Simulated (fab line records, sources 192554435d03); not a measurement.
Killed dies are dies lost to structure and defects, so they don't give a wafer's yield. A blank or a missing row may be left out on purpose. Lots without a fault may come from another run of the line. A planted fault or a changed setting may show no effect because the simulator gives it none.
A struck lot beside a sound one | flow n5_finfet | 37 steps out of a route of 1938
Sound: wafers L615.3, L615.4, L615.6. Struck: wafers L611.1, L611.2, L611.4. The cause comes at the end.
At each step with rows: each side's tool, then ch and its chambers, then its first start. Under that, the readings that differ: sound wafers | struck wafers | difference of the means | sigmas: that difference in standard deviations of wafers without a fault.
alike: readings whose means differ by less than 2 such deviations, and words and numbers that are the same on both sides. not compared: withheld readings, readings that some wafer has no value for, bounds like >300 that may hide the same value, and numbers for which the record gives no deviation and whose values overlap.
The two part at a step that has a row with sigmas, a row that says differs or no value, or rows on one side only. Numbers that don't overlap but have no deviation are shown without sigmas and don't part them. A reading that every wafer of one side lacks parts them only if that side has two wafers or more.

first, 9 steps without rows for these wafers: N5_BEOL_M4_ANNEAL_95 (time 240 s); N5_BEOL_M4_SPUTTER_96 (material Cu, target thk 4.5 nm, time 8.29 s); N5_BEOL_M4_ECD_50 (material Cu, target thk 300 nm); N5_BEOL_M4_ANNEAL_51 (time 90 s); N5_BEOL_M4_CMP_52 (polishes, stops on SiOC, t overpolish 6.8 s, target thk 40 nm); N5_BEOL_M4_PRE_CLEAN_60 (time 15 s); N5_BEOL_M4_CO_CAP_55 (material Co, precursor CCTBA/H2, target thk 2 nm, time 102.1 s); N5_BEOL_M4_PRE_CLEAN_56 (time 15 s); N5_BEOL_M4_DEP_57 (deposits SiCN from 3MS/NH3, target thk 8 nm, time 14 s).
N5_BEOL_M4_RC_MEAS_101:
  sound on prober-01 ch 0, day 11 17:09; struck on prober-02 ch 0, day 10 10:58
  alike: DIBL_N, DIBL_P, IOFF_N, IOFF_P, ION_N, ION_P, SS_N, SS_P, VT_N, VT_P
then, 24 steps without rows for these wafers: N5_BEOL_M5_ILD_DEP_00 (deposits SiCOH lowk from DEMS/porogen, target thk 140.64 nm, time 25.9 s); N5_BEOL_M5_CURE_79 (cures SiCOH lowk, time 240 s); N5_BEOL_M5_PECVD_70 (deposits SiO2 from TEOS/O2, target thk 16 nm, time 18 s); N5_BEOL_M5_HM_DEP_02 (deposits TiN, target thk 20 nm); N5_BEOL_M5_COAT_59 (time 60 s, resist thk 60 nm); N5_BEOL_M5_COAT_60 (time 60 s, resist thk 12 nm); N5_BEOL_M5_COAT_71 (time 60 s, resist thk 5 nm); N5_BEOL_M5_COAT_05 (resist thk 30 nm); N5_BEOL_M5_EBR_07; N5_BEOL_M5_SOFTBAKE_06 (time 60 s); N5_BEOL_M5_EXPOSE_08 (exposes mask M5, target cd 28 nm); N5_BEOL_M5_PEB_09 (peb time 60 s); N5_BEOL_M5_DEVELOP_10 (develop time 30 s); N5_BEOL_M5_DESCUM_16 (chemistry O2, time 7 s); N5_BEOL_M5_ETCH_72 (etches underlayer in N2/H2, target depth 6.5 nm, time 5.2 s); N5_BEOL_M5_ETCH_61 (etches SiARC in CF4, target depth 15.6 nm, time 26 s); N5_BEOL_M5_ETCH_62 (etches SOC in N2/H2, target depth 75 nm, overetch 15 nm, time 112.5 s); N5_BEOL_M5_STRIP_63 (strips in N2/H2); N5_BEOL_M5_STRIP_73 (strips in N2/H2); N5_BEOL_M5_STRIP_64 (strips in CF4); N5_BEOL_M5_HM_OPEN_17 (chemistry Cl2/BCl3, target TiN, target depth 20 nm, overetch 6 nm); N5_BEOL_M5_STRIP_19 (strips in O2); N5_BEOL_M5_COAT_65 (time 60 s, resist thk 60 nm); N5_BEOL_M5_COAT_66 (time 60 s, resist thk 12 nm).
N5_BEOL_M7_SPUTTER_48: material Cu, target thk 10 nm, time 1.667 s.
  sound on pvd_sputter-03, day 12 21:40; struck on pvd_sputter-02, day 11 18:53
  no value came back on the struck wafers for bias_v (V), cathode_dc_power_W (W), throttle_valve_pct (%); on the sound wafers bias_v (V) reads 60.1 60.5 59.9
N5_BEOL_M7_CMP_52: polishes, stops on SiCOH lowk, t overpolish 6.9 s, target thk 80 nm.
  sound on cmp-04 ch 0,2,3, day 12 22:53; struck on cmp-01 ch 0,1,3, day 11 19:26
  reading                | sound    | struck | difference | sigmas
  time_to_endpoint_s (s) | 63 59 68 | 0 0 0  | -63        | -16
  alike: motor_current_A, slurry_filter_dp_kPa
  not compared: pad_life_wafers
-- the record jumps here: 3 days lie between the struck wafers' starts before and after (it left off in module BEOL_M7 and takes up again in module PASSIVATION, whose first step shown is number 1936 of the route) --
N5_PASSIVATION_PROBE_49:
  sound on prober-01, day 15 20:45; struck on prober-02, day 14 23:21
  reading                  | sound          | struck         | difference | sigmas
  defect_limited_yield (%) | 93.3 92.2 92.4 | 0 0 0          | -93        | -62
  killed_at_M4_up          | 7 7 12         | 1090 1087 1052 | +1068      | +99 or more
  killed_dies              | 79 92 90       | 1180 1180 1180 | +1093      | +61
  killed_on_rim            | 8 9 13         | 152 152 152    | +142       | +32
  killed_short             | 20 31 30       | 55 32 51       | +19        | +2
  sort_bin_5_function (%)  | 3.7 3.8 5.1    | 96.4 96.2 94.9 | +91.6      | +92
  sort_n_pass              | 1101 1088 1090 | 0 0 0          | -1093      | -50
  sort_yield_pct (%)       | 93.3 92.2 92.4 | 0 0 0          | -93        | -49
  alike: killed_at_M0_to_M3, killed_at_contacts, killed_at_front_end, killed_at_other, killed_open, sort_bin_6_memory

WHERE THEY PART
First at N5_BEOL_M7_SPUTTER_48; last, within this record, at N5_PASSIVATION_PROBE_49.

WHY: what the simulator had put in
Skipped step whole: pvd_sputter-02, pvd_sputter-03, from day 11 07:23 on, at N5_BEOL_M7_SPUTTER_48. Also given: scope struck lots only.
